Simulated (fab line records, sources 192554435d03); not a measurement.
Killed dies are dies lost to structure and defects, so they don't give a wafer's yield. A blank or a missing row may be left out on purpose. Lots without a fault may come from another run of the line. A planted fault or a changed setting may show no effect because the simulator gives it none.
Chamber matching | flow n5_finfet | N5_DUMMY_GATE_CMP_04 on cmp-02: 4 sister chambers
The step polishes a-Si. 18 wafers are shown with their chamber, then 8 later ones without.

WAFERS WITH THEIR CHAMBER
wafer  | chamber | motor_current_A (A) | time_to_endpoint_s (s) | pad_life_wafers
L076.2 | 2       | 9.9                 | 21                     | 1455
L076.3 | 3       | 7.8                 | 18                     | 1452
L078.2 | 0       | 8.7                 | 12                     | 1555
L078.3 | 1       | 10.4                | 15                     | 1556
L078.4 | 3       | 8.1                 | 17                     | 1554
L079.1 | 2       | 10.4                | 21                     | 1593
L079.2 | 3       | 8.4                 | 19                     | 1590
L080.1 | 0       | 8.5                 | 16                     | 1626
L080.3 | 1       | 10.8                | 17                     | 1627
L080.4 | 3       | 8.1                 | 19                     | 1629
L081.1 | 1       | 10.5                | 21                     | 1689
L081.3 | 0       | 8.6                 | 20                     | 1688
L082.1 | 2       | 9.8                 | 21                     | 1755
L082.3 | 0       | 8.6                 | 17                     | 1753
L082.4 | 3       | 8.2                 | 18                     | 1752
L083.1 | 2       | 10.0                | 22                     | 1807
L083.4 | 0       | 8.4                 | 15                     | 1809
L085.2 | 2       | 9.9                 | 17                     | 1946

SIGNATURES (means of the wafers above)
reading            | chamber 0 | chamber 1 | chamber 2 | chamber 3 | scatter within a chamber
motor_current_A    | 8.560     | 10.567    | 10.000    | 8.120     | 0.198
time_to_endpoint_s | 16.00     | 17.67     | 20.40     | 18.20     | 2.25
pad_life_wafers    | 1686.20   | 1624.00   | 1711.20   | 1595.40   | 132
Rule: a wafer's distance from a chamber is the root of the sum, over the readings, of the square of ((its reading less the chamber's mean) divided by the reading's scatter). The wafer belongs to the nearest chamber; if the next one is less than 2 further off, it can't be placed. The scatter: the root of (the sum of the squares of (reading less its chamber's mean) over the shown wafers, divided by (wafers less chambers)).

WAFERS WITHOUT THEIR CHAMBER
wafer  | motor_current_A (A) | time_to_endpoint_s (s) | pad_life_wafers
L085.4 | 8.4                 | 16                     | 1947
L089.1 | 8.2                 | 20                     | 2162
L089.2 | 10.7                | 17                     | 2160
L089.3 | 9.9                 | 20                     | 2161
L090.1 | 10.0                | 18                     | 32
L090.3 | 8.1                 | 18                     | 33
L091.2 | 11.1                | 18                     | 81
L095.2 | 9.6                 | 18                     | 290

WHICH CHAMBER EACH WENT THROUGH
wafer  | from the rows above               | in truth
L085.4 | can't be placed: 0 or 3           | 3
L089.1 | can't be placed: 3 or 0           | 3
L089.2 | can't be placed: 1 or 2           | 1
L089.3 | can't be placed: 2 or 1           | 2
L090.1 | can't be placed: 1 or 2           | 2
L090.3 | can't be placed: 3 or 0           | 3
L091.2 | can't be placed: 1 or 2           | 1
L095.2 | can't be placed: 2 or 1 or 0 or 3 | 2
Placed correctly: 0 of 8. Can't be placed from these rows: 8 (the true chamber is among the candidates in 8). Placed wrongly: 0.
